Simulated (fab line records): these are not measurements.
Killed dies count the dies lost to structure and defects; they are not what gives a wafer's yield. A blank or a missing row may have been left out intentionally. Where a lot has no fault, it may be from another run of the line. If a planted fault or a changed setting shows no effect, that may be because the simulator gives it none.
Matching of chambers ; flow n5 finfet ; N5_BEOL_M2_ILD_DEP_00 on pecvd-01 has 3 sister chambers
The step deposits SiOC from DEMS/O2, target thk 79 nm, time 15.3 s. 6 wafers are shown with their chamber, then 11 later ones without.

WAFERS, EACH WITH ITS CHAMBER
wafer;chamber;throttle valve pct (%);showerhead plenum p Torr (Torr)
L084.2;2;11.8;5.721
L087.3;1;14.1;5.708
L087.5;1;14.3;5.719
L089.2;2;11.7;5.702
L089.5;0;13.0;5.668
L090.2;0;12.6;5.682

WAFERS WITHOUT THEIR CHAMBER
wafer;throttle valve pct (%);showerhead plenum p Torr (Torr)
L090.3;13.7;5.690
L090.4;14.0;5.702
L095.1;12.8;5.675
L095.4;13.7;5.696
L095.5;12.9;5.691
L096.1;11.9;5.710
L096.2;13.9;5.714
L096.6;12.6;5.679
L097.1;14.1;5.700
L097.3;12.6;5.671
L097.5;12.9;5.687

EACH ONE'S CHAMBER
wafer;from the rows above;in truth
L090.3;can't be placed: 1 or 0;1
L090.4;1;1
L095.1;0;0
L095.4;1;1
L095.5;0;0
L096.1;2;2
L096.2;1;1
L096.6;0;0
L097.1;1;1
L097.3;0;0
L097.5;0;0
10 of 11 placed correctly. From these rows, 1 cannot be placed; in 1 the true chamber is one of the candidates. Wrongly placed: 0.
How it was worked out, from the rows above alone: a wafer's distance from a chamber is the root of the sum, over the readings, of the square of ((its reading less the chamber's mean) divided by the reading's scatter). The wafer belongs to the nearest chamber; if the next one is less than 2 further off, it can't be placed. For every chamber, the mean is computed from those of its wafers that are shown. The scatter: take each reading less its chamber's mean, square it, sum over the shown wafers, divide by the number of wafers less the number of chambers, and take the root.
